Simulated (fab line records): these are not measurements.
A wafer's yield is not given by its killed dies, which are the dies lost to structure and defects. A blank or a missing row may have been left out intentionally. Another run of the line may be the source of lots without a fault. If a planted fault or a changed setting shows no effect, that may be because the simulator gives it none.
fab line records	flow nand_harc
record lots=12	wafers=36	last_day=24
route steps=1159 shown A_CONTACT@899 END@1159
lots that met no fault: from a run of the same line without faults
start_h: hours from the record's opening day to when the first of the lot's shown wafers began	wait_h: time in hours since the lot's previous step	" the same as in the row above	L1.1+2: a row that stands for several wafers	- no value, or no start was given	* or withheld: withheld	< > ~ a bound
route shown NAME@n: a module of which the file shows steps, and the number in the route of the first	usual: mean and standard deviation over wafers with no fault	same: alike in all rows	chamber/n: place in a boat	sites: per-site readings	_std_site: standard deviation of those values	_edge_site: outer sites' mean less inner sites'	radius_mm: how far each site lies from the wafer's centre	mask NAME#n: copy n	behind: the most recent tool/chamber to have shaped the wafer	hold: what put the lot on hold/how long, in hours/how the hold closed	device: the n, p or np transistor that did not switch	end of line: tests run on the same wafers once the route is complete	for a step that has no rows: nothing shown but its recipe	killed: dies that structure and defects cost at the first sort, which is not the same as the wafer's yield	map: dies across one wafer; x = killed, . = not, _ = none there
set.NAME: the setting as run; set.NAME@STEP: as run at that earlier step	model.NAME: the simulator's own value behind a step, which no gauge read
one table for each step of the route and one row for each wafer, over a sample of lots
services: the hour from which a tool's chamber was out of use, counted from the record's first day as start_h (under 0 if before that day), plus the number of hours and why
## steps
# step NHARC_A_CONTACT_DESCUM_74
# recipe time_s=3	o2_flow_sccm=200	ar_flow_sccm=0	bias_power_w=0	chemistry=O2
# usual chamber_pressure_mTorr=60.01/0.057	drypump_motor_current_A=5.7/0.35	oes_product_au=1.000/0.013	rf_vpp_V=57.8/0.82	showerhead_plenum_p_Torr=1.92/0.077	throttle_valve_pct=11.310/0.0084
# same time_s=3
lot.wafer	tool	chamber	start_h	wait_h	chamber_pressure_mTorr	drypump_motor_current_A	oes_product_au	rf_hours_counter_h	rf_vpp_V	showerhead_plenum_p_Torr	throttle_valve_pct
L644.1	rie_diel-01	0	384.92	0.1	60.04	5.9	1.000	26	58.5	1.97	11.300
L644.2	"	1	"	"	60.06	5.0	1.026	24	56.4	1.86	11.317
L644.6	"	3	"	"	60.03	6.6	0.988	-	60.6	1.99	11.306
L648.4	rie_diel-13	2	418.54	0.1	60.01	5.9	1.026	30	57.1	1.89	11.318
L648.3	"	3	"	"	60.01	5.8	1.003	31	58.2	1.93	11.311
L648.6	"	2	"	"	59.99	5.9	1.026	-	58.5	1.89	11.311
L647.2	rie_diel-13	2	429.19	0.1	59.98	5.8	1.027	33	56.8	1.89	11.301
L647.4	"	3	"	"	60.03	5.9	0.997	34	57.0	1.93	11.331
L647.3	"	0	"	"	60.03	5.7	0.989	34	56.4	1.77	11.297
L651.1	rie_diel-13	2	433.59	0.1	59.97	5.8	1.019	34	58.2	1.89	11.311
L651.5	"	0	"	"	60.01	5.6	0.995	-	55.6	1.77	11.302
L651.6	"	1	"	"	60.05	5.6	0.992	-	58.6	2.00	11.311
L649.2	rie_diel-01	0	434.96	0.1	59.90	5.8	0.999	39	56.9	1.96	11.319
L649.1	"	2	"	"	59.95	5.1	1.016	40	57.5	1.95	11.298
L649.5	"	1	"	"	60.02	5.0	1.022	-	58.5	1.85	11.314
L654.2	rie_diel-13	0	467.36	0.1	60.09	5.7	1.001	1	58.7	2.08	11.316
L654.1	"	2	"	"	60.08	5.8	0.993	1	58.7	1.89	11.306
L654.3	"	3	"	"	60.02	5.9	1.007	1	56.9	1.93	11.311
L655.1	rie_diel-13	0	468.77	0.1	59.92	5.7	1.004	1	58.3	2.08	11.311
L655.4	"	2	"	"	59.98	5.9	0.995	2	59.1	1.89	11.311
L655.2	"	3	"	"	60.01	5.9	1.021	1	58.4	1.93	11.310
L652.2	rie_diel-06	0	470.05	0.1	60.03	5.6	1.000	21	57.8	1.89	11.309
L652.6	"	2	"	"	60.00	5.9	1.014	-	58.5	1.87	11.317
L652.5	"	3	"	"	60.10	6.4	1.007	-	57.7	1.86	11.313
L659.3	rie_diel-13	1	493.50	0.1	59.99	5.6	0.973	6	58.6	1.99	11.318
L659.1	"	2	"	"	59.95	5.9	0.990	7	56.7	1.89	11.319
L659.4	"	3	"	"	59.98	5.9	1.002	7	56.9	1.92	11.302
L661.3	rie_diel-13	0	502.87	0.1	59.94	5.7	0.999	9	57.3	2.07	11.311
L661.1	"	1	"	"	60.02	5.6	0.968	9	57.7	1.99	11.295
L661.6	"	3	"	"	59.94	5.9	1.015	-	58.5	1.92	11.314
L662.3	rie_diel-13	3	514.90	0.1	60.03	5.8	1.018	13	57.9	1.92	11.309
L662.6	"	0	"	"	60.03	5.7	0.988	-	56.4	2.07	11.306
L662.5	"	1	"	"	60.10	5.6	0.998	-	57.5	1.99	11.307
L663.3	rie_diel-06	2	515.50	0.1	59.88	5.8	1.008	33	57.3	1.87	11.316
L663.1	"	3	"	"	60.03	6.4	0.990	38	57.9	1.86	11.309
L663.2	"	0	"	"	59.89	5.6	0.994	37	57.5	1.88	11.305
# step NHARC_A_CONTACT_ETCH_78
# recipe target_depth_a=28000	over_etch_frac=0.3	time_s=728	ion_energy_ev=150	o2_flow_sccm=400	cos_flow_sccm=20	ar_flow_sccm=0	rf_w=500	bias_w=300	chemistry=O2/COS
# usual bias_w=300.0/0.86	chamber_pressure_mTorr=19.999/0.016	drypump_motor_current_A=5.7/0.35	oes_product_au=1.000/0.012	rf_vpp_V=314.2/1.9	showerhead_plenum_p_Torr=3.13/0.12	throttle_valve_pct=28.331/0.0099
# same time_s=728
lot.wafer	tool	chamber	start_h	wait_h	bias_w	chamber_pressure_mTorr	drypump_motor_current_A	oes_product_au	rf_hours_counter_h	rf_vpp_V	showerhead_plenum_p_Torr	throttle_valve_pct
L644.2	rie_diel-01	3	-	-	300.5	19.985	6.6	0.999	26	316.2	3.24	28.324
L644.1	"	0	"	"	299.3	19.995	5.9	0.999	26	314.9	3.20	28.328
L644.6	"	3	"	"	299.7	19.985	6.6	0.996	-	316.4	3.24	28.345
L648.3	rie_diel-13	0	-	-	298.7	19.974	5.7	0.995	31	311.7	2.90	28.318
L648.4	"	1	"	"	299.7	19.963	5.6	0.984	26	317.0	3.25	28.322
L648.6	"	0	"	"	299.5	20.014	5.7	0.981	-	311.4	2.90	28.325
L647.4	rie_diel-13	3	-	-	298.7	19.997	5.9	1.009	34	314.4	3.14	28.325
L647.2	"	0	"	"	299.0	20.002	5.7	1.007	34	310.0	2.89	28.334
L647.3	"	1	"	"	301.5	20.007	5.6	0.997	29	316.9	3.25	28.344
L651.1	rie_diel-13	3	-	-	298.7	19.983	5.9	1.002	35	314.9	3.14	28.327
L651.5	"	3	"	"	300.6	19.981	5.9	0.998	-	314.3	3.14	28.334
L651.6	"	0	"	"	300.2	20.001	5.7	0.996	-	311.3	2.89	28.342
L649.2	rie_diel-01	0	-	-	300.8	19.985	5.9	1.009	39	316.3	3.20	28.324
L649.1	"	1	"	"	299.7	20.015	5.0	1.029	42	313.2	3.03	28.344
L649.5	"	3	"	"	300.1	20.019	6.6	0.990	-	316.5	3.23	28.340
L654.1	rie_diel-13	1	-	-	297.7	20.005	5.6	0.985	1	316.0	3.25	28.323
L654.3	"	2	"	"	300.2	19.971	5.8	1.000	2	314.3	3.08	28.339
L654.2	"	3	"	"	300.4	19.989	5.9	1.014	1	315.5	3.14	28.334
L655.1	rie_diel-13	3	-	-	299.5	20.011	5.9	1.013	2	314.4	3.14	28.337
L655.4	"	0	"	"	301.2	19.984	5.7	0.999	1	317.1	3.37	28.342
L655.2	"	1	"	"	299.6	20.022	5.5	0.983	2	316.3	3.25	28.342
L652.2	rie_diel-06	1	-	-	299.1	20.005	5.1	1.009	18	311.7	3.06	28.336
L652.5	"	3	"	"	300.5	19.995	6.4	0.994	-	313.6	3.04	28.316
L652.6	"	0	"	"	300.4	20.006	5.6	0.994	-	314.4	3.08	28.334
L659.1	rie_diel-13	0	-	-	300.0	20.019	5.7	1.007	6	317.8	3.37	28.338
L659.3	"	1	"	"	301.4	19.991	5.5	0.983	6	315.8	3.25	28.341
L659.4	"	3	"	"	300.5	20.024	5.8	1.008	7	313.7	3.14	28.339
L661.3	rie_diel-13	1	-	-	300.5	20.004	5.6	0.980	10	314.8	3.24	28.304
L661.1	"	0	"	"	299.6	19.996	5.7	1.003	10	316.8	3.37	28.349
L661.6	"	1	"	"	300.3	20.013	5.6	1.000	-	314.6	3.24	28.326
L662.3	rie_diel-13	0	-	-	300.4	20.020	5.7	0.997	13	319.0	3.37	28.331
L662.6	"	1	"	"	298.7	19.995	5.6	0.994	-	316.0	3.24	28.325
L662.5	"	2	"	"	298.8	19.976	5.8	1.010	-	312.4	3.07	28.332
L663.1	rie_diel-06	2	-	-	298.7	19.970	5.9	1.006	33	314.2	3.05	28.330
L663.3	"	3	"	"	301.3	19.985	6.4	0.992	38	313.7	3.03	28.344
L663.2	"	1	"	"	299.2	20.019	5.1	1.014	32	312.3	3.05	28.313
# step NHARC_A_CONTACT_ETCH_128
# recipe source_w=withheld	pressure_mtorr=20	bias_v=1200	time_s=155	target_depth_a=9560	ar_flow_sccm=withheld	c4f8_flow_sccm=withheld	o2_flow_sccm=withheld	chemistry=C4F8/O2/Ar
# usual chamber_pressure_mTorr=20.000/0.018	oes_air_line_au=1.002/0.02	time_s=155/0
lot.wafer	tool	chamber	start_h	wait_h	chamber_pressure_mTorr	oes_air_line_au	rf_hours_counter_h	time_s
L644.2	har_cap_etch-01	1	386.89	0.2	20.010	0.992	56	155
L644.1	"	0	"	"	20.083	1.017	56	155
L644.6	"	0	"	"	19.998	1.047	-	155
L648.4	har_cap_etch-02	1	420.34	0.1	20.014	1.004	-	155
L648.3	"	0	"	"	20.006	0.980	-	155
L648.6	"	0	"	"	20.024	0.972	-	155
L647.2	har_cap_etch-02	1	430.94	0.1	20.005	1.019	21	155
L647.4	"	1	"	"	20.007	0.995	-	155
L647.3	"	0	"	"	20.009	1.029	-	155
L651.1	har_cap_etch-01	1	435.37	0.1	19.993	0.971	63	155
L651.5	"	0	"	"	20.014	1.010	-	155
L651.6	"	1	"	"	20.015	0.993	-	155
L649.1	har_cap_etch-02	1	436.70	0.1	20.001	1.011	23	155
L649.2	"	0	"	"	20.012	1.008	23	155
L649.5	"	1	"	"	20.012	0.985	-	155
L654.2	har_cap_etch-02	0	469.11	0.1	-	-	-	-
L654.1	"	1	"	"	-	-	-	-
L654.3	"	1	"	"	-	-	-	-
L655.1	har_cap_etch-01	1	470.53	0.1	-	-	-	-
L655.2	"	0	"	"	-	-	-	-
L655.4	"	0	"	"	-	-	-	-
L652.2	har_cap_etch-03	0	471.88	0.1	20.008	1.003	97	155
L652.5	"	1	"	"	19.962	1.001	-	155
L652.6	"	0	"	"	19.989	1.012	-	155
L659.1	har_cap_etch-03	0	495.28	0.1	20.016	1.018	103	155
L659.4	"	1	"	"	19.990	1.017	-	155
L659.3	"	0	"	"	20.019	0.961	-	155
L661.1	har_cap_etch-02	1	504.62	0.1	20.016	0.963	34	155
L661.3	"	1	"	"	19.999	0.991	-	155
L661.6	"	0	"	"	20.037	0.989	-	155
L662.3	har_cap_etch-03	1	516.79	0.1	19.984	0.974	-	155
L662.6	"	1	"	"	19.974	0.969	-	155
L662.5	"	0	"	"	19.983	1.029	-	155
L663.1	har_cap_etch-01	1	517.30	0.1	20.008	1.021	76	155
L663.2	"	0	"	"	20.011	1.004	76	155
L663.3	"	1	"	"	20.006	0.993	-	155
# step NHARC_A_CONTACT_CD_MEAS_80
# usual cd_nm=189.7/0.84
lot.wafer	tool	chamber	start_h	wait_h	cd_nm
L644.1	cd_sem-02	-	388.71	-	189.9
L644.2	"	-	"	"	190.3
L644.6	"	-	"	"	190.2
L648.3	cd_sem-03	-	421.82	-	190.1
L648.4	"	-	"	"	190.7
L648.6	"	-	"	"	190.4
L647.2	cd_sem-01	-	432.44	-	190.3
L647.3	"	-	"	"	190.3
L647.4	"	-	"	"	189.5
L651.1	cd_sem-01	-	436.83	-	190.0
L651.5	"	-	"	"	190.2
L651.6	"	-	"	"	190.4
L649.1	cd_sem-03	-	438.20	-	190.2
L649.2	"	-	"	"	189.5
L649.5	"	-	"	"	190.0
L654.1	cd_sem-01	-	470.62	-	188.6
L654.2	"	-	"	"	189.1
L654.3	"	-	"	"	188.6
L655.1	cd_sem-02	-	472.04	-	190.0
L655.2	"	-	"	"	190.0
L655.4	"	-	"	"	189.4
L652.2	cd_sem-01	-	473.36	-	191.8
L652.5	"	-	"	"	191.4
L652.6	"	-	"	"	190.6
L659.1	cd_sem-02	-	496.74	-	187.6
L659.3	"	-	"	"	187.8
L659.4	"	-	"	"	187.5
L661.1	cd_sem-02	-	506.31	-	190.0
L661.3	"	-	"	"	189.5
L661.6	"	-	"	"	189.3
L662.3	cd_sem-02	-	518.26	-	189.3
L662.5	"	-	"	"	189.8
L662.6	"	-	"	"	189.2
L663.1	cd_sem-02	-	518.82	-	191.3
L663.2	"	-	"	"	190.5
L663.3	"	-	"	"	189.6
# step NHARC_END_SORT_01
# recipe temp_c=25
# usual killed_at_array=29/10	killed_at_other=0.7/1.1	killed_at_periphery=3.3/2.4	killed_dies=33/11	killed_open=3.3/2	killed_short=1.9/1.3
# same gross_dies=677
lot.wafer	tool	chamber	start_h	wait_h	killed_at_array	killed_at_other	killed_at_periphery	killed_dies	killed_open	killed_short
L651.1	prober-01	0	505.89	2.5	30	0	1	31	2	3
L651.5	prober-01	0	509.10	3.7	30	0	2	32	4	2
L651.6	prober-01	0	509.91	4.0	27	0	0	27	1	1
L654.1	prober-02	0	540.65	2.5	670	2	5	677	4	4
L654.2	prober-02	0	541.45	2.8	664	1	12	677	1	1
L654.3	prober-02	0	542.24	3.1	673	0	4	677	3	0
L655.1	prober-02	0	549.52	2.5	673	0	4	677	5	2
L655.2	prober-02	0	550.32	2.8	672	1	4	677	5	2
L655.4	prober-02	0	551.91	3.4	672	0	5	677	5	1
L652.6	prober-01	0	553.57	4.0	25	1	5	31	2	1
# killed by level:class
L651.1 A_CHANNEL_HOLE_D1:chamber_film_flake=18 A_STAIRCASE:chamber_film_flake=6 A_WL_FILL:geometric_particle:short=2 A_SGD_CUT:geometric_particle:open=1 A_BLC:geometric_particle:short=1 A_M1:geometric_particle:open=1 P_GATE:chamber_film_flake=1 A_CONTACT:chamber_film_flake=1
L651.5 A_CHANNEL_HOLE_D1:chamber_film_flake=19 A_STAIRCASE:chamber_film_flake=3 A_CONTACT:chamber_film_flake=3 P_CONTACT:geometric_particle:open=1 P_M0:geometric_particle:short=1 A_ONON_D1:geometric_particle:short=1 A_ONON_D1:geometric_particle:open=1 A_SGD_CUT:geometric_particle:open=1
L651.6 A_CHANNEL_HOLE_D1:chamber_film_flake=19 A_STAIRCASE:chamber_film_flake=4 A_CONTACT:chamber_film_flake=2 A_CHANNEL_FILL_D1:geometric_particle:short=1 A_CONTACT:geometric_particle:open=1
L654.1 A_CONTACT:area_etch=635 A_CHANNEL_HOLE_D1:chamber_film_flake=19 A_ZERO_WELL:chamber_film_flake=4 A_CONTACT:chamber_film_flake=3 A_STAIRCASE:chamber_film_flake=3 THIN_TSV:chamber_film_flake=2 P_CONTACT:geometric_particle:short=1 P_M2:geometric_particle:short=1
L654.2 A_CONTACT:area_etch=635 A_CHANNEL_HOLE_D1:chamber_film_flake=22 P_GATE:chamber_film_flake=6 A_CONTACT:chamber_film_flake=4 P_M1:chamber_film_flake=2 A_STAIRCASE:chamber_film_flake=2 P_GATE:geometric_particle:open=1 P_GATE:geometric_particle:short=1
L654.3 A_CONTACT:area_etch=647 A_CHANNEL_HOLE_D1:chamber_film_flake=21 A_CONTACT:chamber_film_flake=2 P_CONTACT:geometric_particle:open=1 P_M0:geometric_particle:open=1 A_WL_FILL:geometric_particle:open=1 P_GATE:chamber_film_flake=1 P_M1:chamber_film_flake=1
L655.1 A_CONTACT:area_etch=633 A_CHANNEL_HOLE_D1:chamber_film_flake=25 A_STAIRCASE:chamber_film_flake=7 A_M0:geometric_particle:open=3 P_CONTACT:chamber_film_flake=2 P_GATE:geometric_particle:open=1 A_SOURCE_PLATE:geometric_particle:open=1 A_SOURCE_PLATE:geometric_particle:short=1
L655.2 A_CONTACT:area_etch=637 A_CHANNEL_HOLE_D1:chamber_film_flake=22 A_STAIRCASE:chamber_film_flake=5 A_CONTACT:geometric_particle:open=3 A_WL_FILL:geometric_particle:short=2 P_STI:chamber_film_flake=2 P_GATE:geometric_particle:open=1 A_SGD_CUT:geometric_particle:open=1
L655.4 A_CONTACT:area_etch=645 A_CHANNEL_HOLE_D1:chamber_film_flake=18 A_STAIRCASE:chamber_film_flake=4 P_M0:geometric_particle:open=2 P_CONTACT:chamber_film_flake=2 A_WL_FILL:chamber_film_flake=2 P_CONTACT:geometric_particle:open=1 A_SOURCE_PLATE:geometric_particle:open=1
L652.6 A_SLIT:chamber_film_flake=17 P_M1:chamber_film_flake=3 A_CHANNEL_HOLE_D1:chamber_film_flake=3 A_CONTACT:chamber_film_flake=3 P_GATE:geometric_particle:open=1 A_SGD_CUT:geometric_particle:short=1 A_WL_FILL:geometric_particle:open=1 P_GATE:chamber_film_flake=1
## services
tool	chamber	start_h	hours	kind
rie_diel-13	0	383.29	-	clean
rie_diel-13	1	383.29	-	clean
rie_diel-13	2	383.29	-	clean
rie_diel-13	3	383.29	-	clean
rie_diel-13	1	390.38	7.0	repair
rie_diel-01	0	397.52	9.4	repair
rie_diel-13	0	407.79	-	clean
rie_diel-13	1	407.79	-	clean
rie_diel-13	2	407.79	-	clean
rie_diel-13	3	407.79	-	clean
rie_diel-06	-	418.30	9.0	pm
rie_diel-13	0	432.36	-	clean
rie_diel-13	1	432.36	-	clean
rie_diel-13	2	432.36	-	clean
rie_diel-13	3	432.36	-	clean
rie_diel-01	2	436.81	3.8	repair
rie_diel-01	3	442.06	2.8	repair
rie_diel-13	1	443.64	8.4	repair
rie_diel-13	-	453.03	9.0	pm
rie_diel-13	0	453.03	9.0	vent_cycle
rie_diel-13	1	453.03	9.0	vent_cycle
rie_diel-01	-	471.56	2.4	repair
rie_diel-01	3	487.87	8.2	repair
rie_diel-01	-	491.80	9.0	pm
## key
first_sign step=NHARC_A_CONTACT_ETCH_128	reading=tool_record	direction=missing
effect step=NHARC_END_SORT_01	reading=killed_at_array	direction=up	sigmas=63	usual=29	struck=671
more_kills_born_at NHARC_A_CONTACT_ETCH_128@har_cap_etch-02=1917	NHARC_A_CONTACT_ETCH_128@har_cap_etch-01=1915
met_at NHARC_A_CONTACT_ETCH_128
struck_lots L654,L655
later_rows_left_out L654.1,L654.2,L654.3,L655.1,L655.2,L655.4
tester_left_out L654,L655
not_acting_at NHARC_A_CONTACT_DESCUM_74,NHARC_A_CONTACT_ETCH_78,NHARC_A_CONTACT_CD_MEAS_80
onset_between 436.70 469.11
fault kind=skipped_step_whole	tool=har_cap_etch-01,har_cap_etch-02	chamber=-	onset_h=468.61	steps=NHARC_A_CONTACT_ETCH_128	scope=struck_lots_only
# tester_left_out: of these lots the tester's yield and bins aren't shown, on N5 and GAA mostly nor the transistor test; their killed dies are dies lost to structure and defects alone, not to doping, threshold or leakage, so they don't give the yield
# later_rows_left_out: the simulator's readings of these wafers behind a module that went badly wrong aren't trusted and aren't shown, but for the sort
